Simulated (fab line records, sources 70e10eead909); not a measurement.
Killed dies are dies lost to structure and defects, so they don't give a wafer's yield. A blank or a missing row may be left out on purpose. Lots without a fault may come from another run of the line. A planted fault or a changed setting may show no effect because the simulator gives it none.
Which tool did it? | flow nand_harc | 12 lots, 36 wafers sampled, at 5 steps of a route of 1302

WHAT THE GAUGES READ, wafer by wafer
NHARC_A_SGD_CUT_INSPECT_11.
lot  | measured     | on                | raw_defect_count
L074 | day 19 20:58 | defect_inspect-02 | 53 61 71
L076 | day 20 03:50 | defect_inspect-01 | 118 105 106
L079 | day 20 23:56 | defect_inspect-02 | 52 70 68
L081 | day 22 03:20 | defect_inspect-01 | 96 119 102
L082 | day 23 18:58 | defect_inspect-01 | 93 72 70
L087 | day 24 06:58 | defect_inspect-02 | 51 53 60
L086 | day 24 16:56 | defect_inspect-02 | 42 39 41
L089 | day 25 07:47 | defect_inspect-01 | 9 15 21
L090 | day 26 04:52 | defect_inspect-01 | 100 83 87
L092 | day 27 07:00 | defect_inspect-02 | 68 60 62
L096 | day 28 07:20 | defect_inspect-01 | 60 71 70
L097 | day 29 16:26 | defect_inspect-02 | 37 32 32

WHICH TOOL RAN EACH LOT (tool, then ch and the chambers of the sampled wafers, then the start)
lot  | NHARC_A_STAIRCASE_DEP_151       | NHARC_A_STAIRCASE_DESCUM_443       | NHARC_A_STAIRCASE_CMP_450     | NHARC_A_STAIRCASE_CMP_472
L074 | pecvd-03 ch 1,2, day 18 11:30   | rie_diel-03 ch 0,2, day 19 12:07   | cmp-01 ch 1,2, day 19 17:26   | cmp-03 ch 0,2, day 19 19:26
L076 | pecvd-02 ch 1,2, day 18 16:02   | rie_diel-08 ch 0,1,2, day 19 16:54 | cmp-02 ch 0,2,3, day 20 00:58 | cmp-02 ch 0,1,2, day 20 02:32
L079 | pecvd-04 ch 1,2, day 19 15:47   | rie_diel-08 ch 1,2,3, day 20 15:55 | cmp-02 ch 0,2, day 20 21:10   | cmp-02 ch 1,2,3, day 20 22:37
L081 | pecvd-04 ch 1,2, day 20 17:34   | rie_diel-12 ch 0,1,3, day 21 19:05 | cmp-03 ch 2,3, day 22 00:23   | cmp-03 ch 0,2,3, day 22 01:55
L082 | pecvd-04 ch 0,1, day 22 11:21   | rie_diel-12 ch 0,1,2, day 23 10:54 | cmp-01 ch 1,2,3, day 23 16:17 | cmp-03 ch 0,2, day 23 17:43
L087 | pecvd-03 ch 1,2, day 22 23:02   | rie_diel-12 ch 0,1, day 23 23:01   | cmp-01 ch 0,2,3, day 24 04:16 | cmp-01 ch 1,3, day 24 05:42
L086 | pecvd-02 ch 0,1,2, day 23 08:52 | rie_diel-08 ch 0,1, day 24 08:05   | cmp-01 ch 0,2, day 24 14:22   | cmp-03 ch 1,2,3, day 24 15:50
L089 | pecvd-04 ch 0,1,2, day 23 22:44 | rie_diel-12 ch 0,1,3, day 24 23:48 | cmp-02 ch 0,3, day 25 05:06   | cmp-01 ch 1,2,3, day 25 06:34
L090 | pecvd-03 ch 0,1, day 24 18:16   | rie_diel-12 ch 2,3, day 25 20:46   | cmp-01 ch 0,2,3, day 26 02:12 | cmp-01 ch 2,3, day 26 03:44
L092 | pecvd-04 ch 1,2, day 25 22:00   | rie_diel-08 ch 0,1, day 26 22:53   | cmp-03 ch 1,3, day 27 04:11   | cmp-01 ch 0,3, day 27 05:40
L096 | pecvd-02 ch 1,2, day 26 21:45   | rie_diel-03 ch 1,2, day 27 23:20   | cmp-01 ch 0,2,3, day 28 04:38 | cmp-02 ch 2,3, day 28 06:04
L097 | pecvd-02 ch 0,1,2, day 28 00:52 | rie_diel-03 ch 1,2,3, day 29 08:26 | cmp-01 ch 0,1, day 29 13:43   | cmp-03 ch 0,1,2, day 29 15:14
- NHARC_A_STAIRCASE_DEP_151: deposits SiO2, target thk 7200 nm.
- NHARC_A_STAIRCASE_DESCUM_443: chemistry O2, time 3 s.
- NHARC_A_STAIRCASE_CMP_450: polishes SiO2, target thk 200 nm.
- NHARC_A_STAIRCASE_CMP_472: polishes SiO2.

THE ANSWER, worked out from the rows above alone
Rule: what is usual is taken from the lots themselves. Put in order of their means at a reading, lots are off if they are a third of the lots or fewer, leave a main group of 4 or more, and stand apart from it by a gap of 3 or more times the standard deviation of the main group's means; of several such gaps the widest counts. A main group whose means are all the same, to the digits that the tables above print for the reading, isn't used. A lot without any number at a reading at which 4 lots or more have one is off too. The other lots that the step has rows for count as sound.
No lot is off at any reading shown: from this, nothing can be told.

WHAT THE SIMULATOR HAD PUT IN
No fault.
